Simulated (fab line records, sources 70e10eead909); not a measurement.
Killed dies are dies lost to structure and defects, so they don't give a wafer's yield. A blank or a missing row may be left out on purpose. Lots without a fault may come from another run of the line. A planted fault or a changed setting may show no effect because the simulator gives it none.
fab line records | flow nand_harc
record lots=12 wafers=36 last_day=24
route steps=1159 shown A_CONTACT@860
lots that met no fault: from a run of the same line without faults
start_h: hours from the record's first day to the start of the lot's first wafer shown | wait_h: hours since the lot's step before | " the same as in the row above | L1.1+2: a row that stands for several wafers | - no value, or no start given | * or withheld: withheld | < > ~ a bound
route shown NAME@n: a module of which the file shows steps, and the number in the route of the first | usual: mean/standard deviation of fault-free wafers | same: alike in all rows | chamber/n: place in a boat | sites: the reading at each site | _std_site: their standard deviation | _edge_site: outer sites' mean less inner sites' | radius_mm: how far each site lies from the wafer's centre | mask NAME#n: copy n | behind: the tool/chamber that last shaped the wafer | hold: why the lot was held/for how many hours/how that ended | device: the transistor (n, p or np) that didn't switch | end of line: the same wafers' tests at the end of the route | a step without rows: its recipe alone | killed: dies lost to structure and defects at the first sort, not the wafer's yield | map: a wafer's dies, x killed, . not, _ none there
set.NAME: the setting as run; set.NAME@STEP: as run at that earlier step | model.NAME: the simulator's own value behind a step, which no gauge read
steps of the route over a sample of lots; a table a step, a row a wafer
services: from which hour (start_h, from the record's first day; less than 0 if before it) a tool's chamber was out of use, for how many hours, and why
## steps
# step NHARC_A_CONTACT_ETCH_50
# recipe target_depth_a=847 time_s=42.4 cf4_flow_sccm=100 chf3_flow_sccm=30 ar_flow_sccm=0 rf_w=500 bias_w=200 chemistry=CF4/CHF3
# usual drypump_motor_current_A=5.8/0.45 oes_product_au=0.951/0.021 rf_vpp_V=369.7/2.6 run_length_s=63.4/0.39 showerhead_plenum_p_Torr=1.55/0.072 throttle_valve_pct=16.803/0.0086
# columns lot.wafer tool chamber start_h wait_h drypump_motor_current_A oes_product_au rf_hours_counter_h rf_vpp_V run_length_s showerhead_plenum_p_Torr throttle_valve_pct
L374.4 rie_diel-13 3 372.24 - 6.1 0.901 35 373.5 63.3 1.68 16.806
L374.2 " 1 " " 6.0 0.914 35 369.1 64.1 1.53 16.776
L374.6 " 3 " " 6.1 0.914 - 374.6 63.4 1.68 16.797
L378.3 rie_diel-03 0 377.03 - 5.8 0.945 27 369.1 63.4 1.53 16.800
L378.5 " 1 " " 5.4 0.950 - 373.7 63.1 1.68 16.811
L378.6 " 2 " " 5.8 0.961 - 369.6 62.8 1.58 16.806
L375.4 rie_diel-03 1 377.85 - 5.4 0.936 26 373.5 63.5 1.68 16.812
L375.6 " 3 " " 6.5 0.971 - 369.2 63.7 1.50 16.806
L375.5 " 0 " " 5.8 0.959 - 368.2 62.9 1.53 16.784
L377.3 rie_diel-08 0 395.28 - 5.4 0.914 28 367.9 63.5 1.50 16.811
L377.6 " 2 " " 5.0 0.927 - 366.7 63.8 1.49 16.823
L377.5 " 3 " " 5.3 0.944 - 365.9 64.4 1.46 16.795
L382.4 rie_diel-03 3 418.51 - 6.5 0.946 2 368.1 63.7 1.50 16.799
L382.3 " 0 " " 5.9 0.945 2 368.6 63.1 1.53 16.797
L382.5 " 1 " " 5.4 0.969 - 373.9 63.4 1.67 16.808
L381.4 rie_diel-13 2 418.64 - 5.0 0.901 56 368.3 64.0 1.53 16.811
L381.1 " 1 " " 6.0 0.916 54 367.7 64.4 1.52 16.790
L381.5 " 2 " " 5.0 0.905 - 369.5 63.6 1.53 16.796
L385.2 rie_diel-03 0 432.68 - 5.8 0.954 4 368.8 62.9 1.53 16.811
L385.1 " 1 " " 5.4 0.957 4 373.8 63.1 1.67 16.789
L385.3 " 2 " " 5.8 0.950 5 370.4 63.2 1.58 16.796
L383.2 rie_diel-13 2 436.43 - 5.0 0.900 61 368.9 63.5 1.53 16.809
L383.3 " 3 " " 6.1 0.930 58 372.5 63.5 1.67 16.801
L383.5 " 0 " " 6.2 0.923 - 367.3 63.4 1.48 16.811
L388.1 rie_diel-03 3 445.57 - 6.5 0.973 8 369.2 63.4 1.50 16.794
L388.3 " 2 " " 5.8 0.966 8 370.0 62.9 1.58 16.797
L388.5 " 2 " " 5.8 0.963 - 370.4 62.7 1.58 16.793
L390.2 rie_diel-03 2 446.19 - 5.9 0.936 9 370.5 63.1 1.58 16.801
L390.3 " 3 " " 6.5 0.949 9 367.3 57.5 1.50 16.794
L390.6 " 1 " " 5.4 0.945 - 373.3 63.0 1.67 16.806
L391.3 rie_diel-03 3 473.60 - 6.5 0.974 14 368.8 57.5 1.50 16.810
L391.2 " 0 " " 5.9 0.977 10 367.6 63.2 1.53 16.798
L391.5 " 0 " " 5.8 0.973 - 367.2 63.0 1.53 16.804
L393.4 rie_diel-13 0 493.62 - 6.2 0.960 13 367.9 63.5 1.48 16.797
L393.2 " 2 " " 5.0 0.964 11 369.0 63.8 1.53 16.804
L393.5 " 3 " " 6.1 0.931 - 373.4 63.9 1.67 16.806
# step NHARC_A_CONTACT_ETCH_51
# recipe target_depth_a=36000 over_etch_frac=0.3 time_s=936 ion_energy_ev=150 o2_flow_sccm=400 cos_flow_sccm=20 ar_flow_sccm=0 rf_w=500 bias_w=300 chemistry=O2/COS
# usual drypump_motor_current_A=5.8/0.44 oes_product_au=0.999/0.011 rf_vpp_V=313.5/2.1 run_length_s=957.1/0.36 showerhead_plenum_p_Torr=3.07/0.14 throttle_valve_pct=28.330/0.0095
# columns lot.wafer tool chamber start_h wait_h drypump_motor_current_A oes_product_au rf_hours_counter_h rf_vpp_V run_length_s showerhead_plenum_p_Torr throttle_valve_pct
L374.2 rie_diel-13 1 - - 6.0 0.981 36 313.0 957.4 3.03 28.332
L374.4 " 2 " " 5.0 0.978 37 313.8 957.3 3.05 28.316
L374.6 " 3 " " 6.2 0.997 - 316.7 957.2 3.32 28.319
L378.3 rie_diel-03 2 - - 5.9 1.004 27 314.7 956.4 3.14 28.327
L378.6 " 1 " " 5.4 0.996 - 317.6 956.7 3.32 28.339
L378.5 " 2 " " 5.8 1.002 - 314.9 956.8 3.14 28.332
L375.4 rie_diel-03 2 - - 5.9 1.000 27 315.2 956.8 3.14 28.343
L375.6 " 0 " " 5.8 1.010 - 314.1 956.9 3.04 28.352
L375.5 " 1 " " 5.4 0.996 - 318.4 956.8 3.32 28.332
L377.3 rie_diel-08 2 - - 5.0 0.985 34 312.5 957.6 2.95 28.316
L377.6 " 0 " " 5.4 0.994 - 312.8 957.1 2.97 28.329
L377.5 " 1 " " 6.0 1.010 - 310.4 956.7 2.92 28.327
L382.4 rie_diel-03 1 - - 5.4 0.991 2 316.9 956.8 3.32 28.333
L382.3 " 2 " " 5.9 0.987 2 313.9 956.3 3.13 28.326
L382.5 " 0 " " 5.9 0.991 - 312.8 957.0 3.03 28.341
L381.1 rie_diel-13 3 - - 6.2 0.991 52 315.7 957.1 3.32 28.321
L381.4 " 1 " " 6.0 0.984 55 313.1 957.0 3.02 28.324
L381.5 " 0 " " 6.2 1.015 - 311.1 957.1 2.94 28.331
L385.3 rie_diel-03 0 - - 5.9 1.003 4 312.0 956.8 3.03 28.336
L385.1 " 1 " " 5.4 1.007 4 316.8 956.8 3.32 28.332
L385.2 " 2 " " 5.8 0.994 5 313.8 956.6 3.13 28.331
L383.3 rie_diel-13 1 - - 6.0 0.988 61 313.6 957.5 3.02 28.320
L383.2 " 3 " " 6.1 1.007 58 315.5 957.5 3.31 28.339
L383.5 " 2 " " 5.0 0.971 - 311.7 957.1 3.04 28.321
L388.3 rie_diel-03 1 - - 5.4 1.004 8 315.1 956.8 3.32 28.337
L388.1 " 2 " " 5.8 0.993 8 313.2 957.0 3.13 28.325
L388.5 " 3 " " 6.5 1.005 - 311.5 957.1 2.97 28.325
L390.3 rie_diel-03 1 - - 5.4 0.997 9 318.2 956.8 3.32 28.335
L390.2 " 3 " " 6.5 0.992 9 312.8 957.7 2.97 28.326
L390.6 " 3 " " 6.6 0.997 - 311.8 957.2 2.97 28.330
L391.3 rie_diel-03 3 - - 6.5 1.011 14 312.3 957.3 2.97 28.326
L391.2 " 2 " " 5.8 0.997 14 314.8 956.4 3.13 28.321
L391.5 " 0 " " 5.9 0.999 - 313.6 957.1 3.03 28.345
L393.4 rie_diel-13 1 - - 6.0 0.994 11 312.6 957.5 3.01 28.338
L393.2 " 2 " " 5.0 1.002 11 313.5 957.5 3.03 28.341
L393.5 " 1 " " 6.0 0.994 - 312.6 957.6 3.01 28.341
# step NHARC_A_CONTACT_ETCH_112
# recipe source_w=withheld pressure_mtorr=20 bias_v=3000 time_s=94 target_depth_a=9220 ar_flow_sccm=withheld c4f8_flow_sccm=withheld o2_flow_sccm=withheld chemistry=C4F8/O2/Ar
# usual run_length_s=94/0
# columns lot.wafer tool chamber start_h wait_h rf_hours_counter_h run_length_s
L374.2 har_cap_etch-02 1 373.23 0.1 7 94
L374.4 " 1 " " - 94
L374.6 " 0 " " - 94
L378.3 har_cap_etch-02 1 378.00 0.1 - 94
L378.5 " 0 " " - 94
L378.6 " 1 " " - 94
L375.4 har_cap_etch-03 1 378.91 0.2 - 94
L375.5 " 0 " " - 94
L375.6 " 1 " " - 94
L377.3 har_cap_etch-02 1 396.33 0.1 - 94
L377.6 " 0 " " - 94
L377.5 " 1 " " - 94
L382.4 har_cap_etch-03 0 419.46 0.1 - 94
L382.3 " 1 " " - 94
L382.5 " 1 " " - 94
L381.1 har_cap_etch-02 1 419.59 0.1 17 94
L381.4 " 1 " " - 94
L381.5 " 1 " " - 94
L385.2 har_cap_etch-02 1 433.61 0.2 19 94
L385.1 " 0 " " 19 94
L385.3 " 1 " " - 94
L383.2 har_cap_etch-01 1 437.37 0.1 65 94
L383.3 " 1 " " - 94
L383.5 " 1 " " - 94
L388.1 har_cap_etch-02 1 446.66 0.1 23 94
L388.3 " 0 " " - 94
L388.5 " 1 " " - 94
L390.2 har_cap_etch-03 1 447.29 0.1 98 94
L390.3 " 0 " " - 94
L390.6 " 1 " " - 94
L391.2 har_cap_etch-01 0 474.53 0.2 74 94
L391.3 " 0 " " - 94
L391.5 " 0 " " - 94
L393.2 har_cap_etch-02 0 494.58 0.1 32 94
L393.4 " 1 " " - 94
L393.5 " 1 " " - 94
# step NHARC_A_CONTACT_ETCH_122
# recipe source_w=withheld pressure_mtorr=20 bias_v=3000 time_s=95 target_depth_a=9300 ar_flow_sccm=withheld c4f8_flow_sccm=withheld o2_flow_sccm=withheld chemistry=C4F8/O2/Ar
# usual run_length_s=95/0
# columns lot.wafer tool chamber start_h wait_h rf_hours_counter_h run_length_s
L374.2 har_cap_etch-02 1 374.14 0.1 8 95
L374.4 " 1 " " - 95
L374.6 " 0 " " - 95
L378.3 har_cap_etch-02 1 378.91 0.1 - 95
L378.5 " 0 " " - 95
L378.6 " 1 " " - 95
L375.4 har_cap_etch-03 1 380.13 0.1 - 95
L375.5 " 0 " " - 95
L375.6 " 1 " " - 95
L377.3 har_cap_etch-02 1 397.55 0.1 - 95
L377.6 " 0 " " - 95
L377.5 " 1 " " - 95
L382.4 har_cap_etch-03 0 420.37 0.1 - 95
L382.3 " 1 " " - 95
L382.5 " 1 " " - 95
L381.1 har_cap_etch-02 1 420.49 0.1 18 95
L381.4 " 1 " " - 95
L381.5 " 1 " " - 95
L385.2 har_cap_etch-02 1 434.51 0.1 20 95
L385.1 " 0 " " 20 95
L385.3 " 1 " " - 95
L383.2 har_cap_etch-01 1 438.28 0.1 66 95
L383.3 " 1 " " - 95
L383.5 " 1 " " - 95
L388.1 har_cap_etch-02 1 447.57 0.1 24 95
L388.3 " 0 " " - 95
L388.5 " 1 " " - 95
L390.2 har_cap_etch-03 1 448.19 0.1 99 95
L390.3 " 0 " " - 95
L390.6 " 1 " " - 95
L391.2 har_cap_etch-01 0 475.44 0.1 74 95
L391.3 " 0 " " - 95
L391.5 " 0 " " - 95
L393.2 har_cap_etch-02 0 495.48 0.1 33 95
L393.4 " 1 " " - 95
L393.5 " 1 " " - 95
## services
# columns tool chamber start_h hours kind
har_cap_etch-03 - 365.51 0.3 repair
rie_diel-03 0 371.31 - clean
rie_diel-03 1 371.31 - clean
rie_diel-03 2 371.31 - clean
rie_diel-03 3 371.31 - clean
har_cap_etch-02 - 386.57 0.4 repair
rie_diel-03 - 392.31 9.0 pm
rie_diel-03 0 392.31 9.0 vent_cycle
rie_diel-03 1 392.31 9.0 vent_cycle
rie_diel-03 2 392.31 9.0 vent_cycle
rie_diel-03 3 392.31 9.0 vent_cycle
rie_diel-03 0 401.31 - clean
rie_diel-03 1 401.31 - clean
rie_diel-03 2 401.31 - clean
rie_diel-03 2 401.31 - consumable_replace:focus_ring
rie_diel-03 3 401.31 - clean
rie_diel-03 0 425.81 - clean
rie_diel-03 1 425.81 - clean
rie_diel-03 0 443.50 13.9 repair
rie_diel-13 - 453.05 9.0 pm
rie_diel-03 3 454.87 3.4 repair
har_cap_etch-02 - 456.12 2.6 repair
rie_diel-08 - 478.98 9.0 pm
rie_diel-13 3 489.67 2.4 repair
## key
first_sign step=NHARC_A_CONTACT_ETCH_50 reading=run_length_s direction=down sigmas=15 usual=* struck=*
effect none on later readings
met_at NHARC_A_CONTACT_ETCH_50
struck_lots L390,L391
struck_wafers L390.3,L391.3
tester_left_out L390,L391
not_acting_at NHARC_A_CONTACT_ETCH_51,NHARC_A_CONTACT_ETCH_112,NHARC_A_CONTACT_ETCH_122
onset_between 445.57 446.19
fault kind=process_parameter_drift tool=rie_diel-03 chamber=3 onset_h=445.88 steps=NHARC_A_CONTACT_ETCH_50 channel=time_s offset=* shape=step end_h=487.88 acts_in=* stated=*
# tester_left_out: of these lots the tester's yield and bins aren't shown, on N5 and GAA mostly nor the transistor test; their killed dies are dies lost to structure and defects alone, not to doping, threshold or leakage, so they don't give the yield
